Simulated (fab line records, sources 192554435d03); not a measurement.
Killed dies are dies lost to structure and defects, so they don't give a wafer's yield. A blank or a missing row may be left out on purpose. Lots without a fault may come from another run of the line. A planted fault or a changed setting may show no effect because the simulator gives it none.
Which tool did it? | flow n5_finfet | 24 lots, 72 wafers sampled, at 1 step of a route of 1938

WHAT THE GAUGES READ, wafer by wafer
N5_HKMG_FIN_INSPECT_14: inspects for defects (macro).
lot  | measured    | on                | raw_defect_count
L074 | day 4 03:31 | defect_inspect-01 | 1 2 2
L075 | day 4 12:30 | defect_inspect-01 | 0 2 2
L076 | day 4 20:09 | defect_inspect-01 | 2 2 2
L077 | day 5 02:49 | defect_inspect-01 | 2 6 2
L078 | day 5 03:50 | defect_inspect-01 | 2 1 3
L079 | day 5 10:59 | defect_inspect-01 | 2 1 4
L080 | day 5 16:05 | defect_inspect-02 | 2 1 1
L081 | day 6 01:43 | defect_inspect-01 | 0 0 1
L082 | day 6 08:12 | defect_inspect-01 | 1 7 2
L083 | day 6 14:43 | defect_inspect-02 | 3 4 1
L084 | day 6 17:34 | defect_inspect-01 | 4 3 2
L085 | day 7 01:14 | defect_inspect-01 | 1 4 0
L086 | day 7 04:16 | defect_inspect-02 | 1 3 3
L087 | day 7 12:07 | defect_inspect-01 | 3 1 2
L088 | day 7 16:09 | defect_inspect-02 | 3 4 1
L089 | day 7 20:57 | defect_inspect-01 | 3 2 2
L090 | day 8 03:32 | defect_inspect-01 | 2 1 0
L091 | day 8 08:22 | defect_inspect-02 | 3 4 1
L092 | day 8 15:30 | defect_inspect-01 | 1 3 2
L093 | day 8 21:05 | defect_inspect-01 | 3 2 1
L094 | day 9 05:37 | defect_inspect-02 | 2 1 0
L095 | day 9 08:25 | defect_inspect-01 | 5 1 2
L096 | day 9 14:23 | defect_inspect-01 | 2 0 2
L097 | day 9 19:29 | defect_inspect-02 | 0 0 2

WHICH TOOL RAN EACH LOT (tool, then ch and the chambers of the sampled wafers, then the start)
The record holds no process step before these readings.

WHAT THE TOOLS THEMSELVES READ (means of the sampled wafers that have a number; where no wafer has one, the mark that the record gives instead)
The record holds no such reading with a usual standard deviation.

THE ANSWER, worked out from the rows above alone
Rule: what is usual is taken from the lots themselves. Put in order of their means at a reading, lots are off if they are a third of the lots or fewer, leave a main group of 4 or more, and stand apart from it by a gap of 3 or more times the standard deviation of the main group's means; of several such gaps the widest counts. A main group whose means are all the same, to the digits that the tables above print for the reading, isn't used. A lot without any number at a reading at which 4 lots or more have one is off too. The other lots that the step has rows for count as sound. The gauges are gone through in route order, then the tools' own readings, and for those a lot's mean is taken as printed above. The first step at which some lot is off is used, and at that step the reading that is off furthest; a lot without a number counts as furthest.
No lot is off at any reading shown: from this, nothing can be told.

WHAT THE SIMULATOR HAD PUT IN
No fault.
